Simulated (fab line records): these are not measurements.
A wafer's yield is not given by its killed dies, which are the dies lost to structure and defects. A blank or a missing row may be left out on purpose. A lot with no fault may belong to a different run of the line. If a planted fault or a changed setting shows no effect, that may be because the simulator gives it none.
A lot that was struck, set against a sound lot | flow nand harc | 15 steps out of a route of 1159
Sound: wafers L827.2, L827.3, L827.5. Struck: wafers L814.1, L814.4, L814.5. The cause is named last.
Order at every step that has rows: each side's tool, ch and its chambers, its first start. Under that, the readings that differ: sound wafers | struck wafers | difference of the means | sigmas: that difference in standard deviations of wafers without a fault.
alike: a reading whose means differ by less than 2 such deviations, as well as words and numbers matching on both sides. not compared: withheld readings; readings where some wafer has no value; bounds like >300 that might hide an equal value; numbers whose values overlap and for which the record gives no deviation.
The two part at a step that has a row with sigmas, a row that says differs or no value, or rows on one side only. Numbers that have no deviation but don't overlap get no sigmas and don't part them. A reading that every wafer of one side lacks parts them only if that side has two wafers or more.

first, 8 steps without rows for these wafers: NHARC_P_GATE_DEHYDRATE_18 (time 120 s); NHARC_P_GATE_HMDS_19 (time 30 s); NHARC_P_GATE_COAT_20 (resist thk 90 nm); NHARC_P_GATE_SOFTBAKE_21 (time 55 s); NHARC_P_GATE_EBR_22; NHARC_P_GATE_EXPOSE_23 (exposes mask P GATE, target cd 120 nm); NHARC_P_GATE_PEB_24 (peb time 65 s); NHARC_P_GATE_DEVELOP_25 (develop time 35 s).
NHARC_P_GATE_CD_MEAS_26: the cd target is 120 nm.
  sound on cd sem-01 ch 0, day 9 06:34; struck on cd sem-02 ch 0, day 6 01:59
  alike: cd nm
NHARC_P_GATE_OVL_MEAS_27:
  sound on overlay-02, day 9 06:40; struck on overlay-02, day 6 02:04
  alike: overlay x nm, overlay y nm
NHARC_P_GATE_INSPECT_28:
  sound on defect inspect-01, day 9 06:42; struck on defect inspect-02, day 6 02:07
  alike: raw defect count
NHARC_P_GATE_DESCUM_31: chemistry O2, time 3 s.
  sound on rie diel-11 ch 0,1,3, day 9 06:46; struck on rie diel-11 ch 1,3, day 6 02:11
  alike: drypump motor current A, oes product au, rf vpp V, showerhead plenum p Torr, throttle valve pct
  not compared: rf hours counter h
NHARC_P_GATE_ETCH_104: etches the open film in CF4/CHF3, target depth 60 nm.
  sound on rie diel-11 ch 0,2,3, day 9 06:52; struck on rie diel-11 ch 0,3, day 6 02:16
  no value came back on the struck wafers for any of 8 readings (bias w (W), cf4 flow sccm (sccm) and others); on the sound wafers bias w (W) reads 199.7 200.2 200.5
NHARC_P_GATE_HM_OPEN_105: chemistry O2/COS, target depth 360 nm.
  sound on rie diel-11 ch 0,3; struck on rie diel-11 ch 0,2,3
  alike: drypump motor current A, oes product au, rf fwd power W, rf vpp V, showerhead plenum p Torr, throttle valve pct
  not compared: rf hours counter h
-- the record jumps here: 14 days lie between the struck wafers' starts before and after (it left off in module P_GATE and takes up again in module END, whose first step shown is number 1159 of the route) --
NHARC_END_SORT_01:
  sound on prober-02 ch 0, day 24 04:35; struck on prober-02 ch 0, day 20 01:40
  reading             | sound    | struck                                                               | difference                   | sigmas
  hold                | - - -    | await dispo/3.1h/scrap await dispo/3.1h/scrap await dispo/3.1h/scrap | no value on the sound wafers |
  killed at periphery | 3 7 6    | 658 648 662                                                          | +651                         | +99 or more
  killed dies         | 22 26 31 | 677 677 677                                                          | +651                         | +81
  alike: killed at array, killed at other, killed open, killed short

WHERE THEY PART
First at NHARC_P_GATE_ETCH_104; last, within this record, at NHARC_END_SORT_01.

WHY: what the simulator had put in
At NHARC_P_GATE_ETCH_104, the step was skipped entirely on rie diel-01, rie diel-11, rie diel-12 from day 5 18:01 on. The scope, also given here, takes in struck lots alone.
